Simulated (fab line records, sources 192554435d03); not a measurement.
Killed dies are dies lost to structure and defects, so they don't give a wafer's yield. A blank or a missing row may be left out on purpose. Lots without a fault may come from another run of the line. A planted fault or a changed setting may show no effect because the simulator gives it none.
Problem report in the 8D (eight disciplines) form, filled by code | flow n5_finfet | the parts of the form that need people (team, actions taken, sign-off) are left out

1. THE PROBLEM
spin_speed_rpm at N5_BEOL_M12_COAT_22 reads a mean of 2651.3 rpm on 6 wafers of 2 lots; wafers without a fault read 2887.5 rpm with a standard deviation of 1.8. That is -99 or more standard deviations from the usual mean.
The step: resist thk 300 nm.
First seen on wafer L205.1, day 13 13:24, on litho_track-01. The record holds 32 wafers of 11 lots with a number at this step. Rule for "out", or "out of limits": more than 4 standard deviations from the usual mean. The other wafers with a number count as sound.

2. WHAT IT IS AND WHAT IT IS NOT
question                    | is                     | is not
which readings at this step | spin_speed_rpm         | -
which lots                  | L205, L206             | L198, L200, L202, L208, L209, L217, L218, L220, L221
which wafers of those lots  | all that have a number | -
read on which tools         | litho_track-01         | litho_track-03, litho_track-04
when                        | from day 13 13:24      | up to then (8 sound wafers); but 18 sound wafers of L208, L209, L217, L218, L220, L221 came after

3. SUSPECTS, AND WHAT RULES EACH OUT
Counting: a tool at a process step up to the reading stays a suspect if it ran every lot that is out and no sound lot after the first of them.
- plasma_asher-02 at N5_BEOL_M12_STRIP_64 (strips in N2/H2): ruled out as a lasting fault. Sound lots L218, L221 ran on it after its first lot that is out, L205 (day 13 13:13).
- litho_track-01 at N5_BEOL_M12_COAT_22 (resist thk 300 nm): ruled out as a lasting fault. Sound lots L218, L217, L220 ran on it after its first lot that is out, L205 (day 13 13:24).
Left after counting: nothing in the record.

4. THE CAUSE (what the simulator had put in)
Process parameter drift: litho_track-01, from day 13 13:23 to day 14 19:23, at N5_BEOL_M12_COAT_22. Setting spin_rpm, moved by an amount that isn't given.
Counting ruled it out, wrongly.

5. THE CHAIN OF EFFECTS, in route order
Each row: a reading whose mean over the struck wafers that have a number lies more than 3 standard deviations from the usual. Only readings for which the record gives a usual standard deviation are gone through. hours: the time from each lot's start at the first step in this table that gives one to its start at this step, as a median over the lots. sigmas: the change in usual standard deviations.
hours | step                | reading        | usual      | on struck wafers | change | sigmas
0     | N5_BEOL_M12_COAT_22 | spin_speed_rpm | 2887.5 rpm | 2651.3           | -236.2 | -99 or more
The process steps in it:
- N5_BEOL_M12_COAT_22: resist thk 300 nm.

6. WHAT WOULD HAVE CAUGHT IT SOONER
In this record the first reading out of limits was taken at day 13 13:24, 0 hours after the fault began at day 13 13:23.
